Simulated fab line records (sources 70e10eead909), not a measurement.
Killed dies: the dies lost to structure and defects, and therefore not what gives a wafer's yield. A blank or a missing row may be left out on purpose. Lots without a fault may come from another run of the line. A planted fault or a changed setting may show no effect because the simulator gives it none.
Which tool did it? + flow nandHarc + 18 wafers from 6 lots sampled at 5 of the route's 1302 steps

== WHAT THE GAUGES SHOWED, per wafer ==
NHARC_END_SORT_01.
lot + measured + on + killedAtArray

== WHICH TOOL RAN EACH LOT (tool, then ch and the chambers of the sampled wafers, then the start) ==
| lot  | NHARC_A_SLIT_DEP_00          | NHARC_THIN_TSV_PVD_19                  | NHARC_THIN_TSV_PVD_51                  | NHARC_THIN_TSV_CMP_21         |
|------|------------------------------|----------------------------------------|----------------------------------------|-------------------------------|
| L669 | aclDep-02 ch 0, day 23 14:32 | pvdSputter-03, day 28 02:25 or earlier | pvdSputter-03, day 28 02:25 or earlier | cmp-04 ch 1,2,3, day 28 02:25 |
| L665 | aclDep-03 ch 0, day 23 17:31 | pvdSputter-02, day 28 13:44 or earlier | pvdSputter-02, day 28 13:44 or earlier | cmp-02 ch 2,3, day 28 13:44   |
| L670 | aclDep-03 ch 0, day 24 10:56 | pvdSputter-03, day 30 05:59 or earlier | pvdSputter-03, day 30 05:59 or earlier | cmp-01 ch 0,1,3, day 30 05:59 |
| L672 | aclDep-01 ch 0, day 25 06:34 | pvdSputter-03, day 30 05:28 or earlier | pvdSputter-03, day 30 05:28 or earlier | cmp-01 ch 2,3, day 30 05:28   |
| L674 | aclDep-01 ch 0, day 25 12:54 | pvdSputter-02, day 30 17:32 or earlier | pvdSputter-02, day 30 17:32 or earlier | cmp-01 ch 0,2, day 30 17:32   |
| L683 | aclDep-02 ch 0, day 29 09:12 | pvdSputter-01, day 33 13:16 or earlier | pvdSputter-01, day 33 13:16 or earlier | cmp-01 ch 1,2, day 33 13:16   |
- NHARC_A_SLIT_DEP_00: deposits aC, target thk 6200 nm.
- NHARC_THIN_TSV_PVD_19: deposits TaN, target thk 20 nm.
- NHARC_THIN_TSV_PVD_51: deposits Cu, target thk 100 nm.
- NHARC_THIN_TSV_CMP_21: polishes, t overpolish 30 s, target thk 2000 nm.

== THE ANSWER, worked out from the rows above alone ==
Rule: the usual values come from the lots themselves. Put in order of their means at a reading, lots are off if they are a third of the lots or fewer, leave a main group of 4 or more, and stand apart from it by a gap of 3 or more times the standard deviation of the main group's means; of several such gaps the widest counts. The tables above print the reading to a certain number of digits; a main group whose means all agree to those digits is not used. Also off: a lot with no number at a reading for which 4 or more lots have one. The other lots that the step has rows for count as sound.
No lot is off on any of the readings shown, so nothing can be concluded from this.

== WHAT HAD BEEN PUT IN BY THE SIMULATOR ==
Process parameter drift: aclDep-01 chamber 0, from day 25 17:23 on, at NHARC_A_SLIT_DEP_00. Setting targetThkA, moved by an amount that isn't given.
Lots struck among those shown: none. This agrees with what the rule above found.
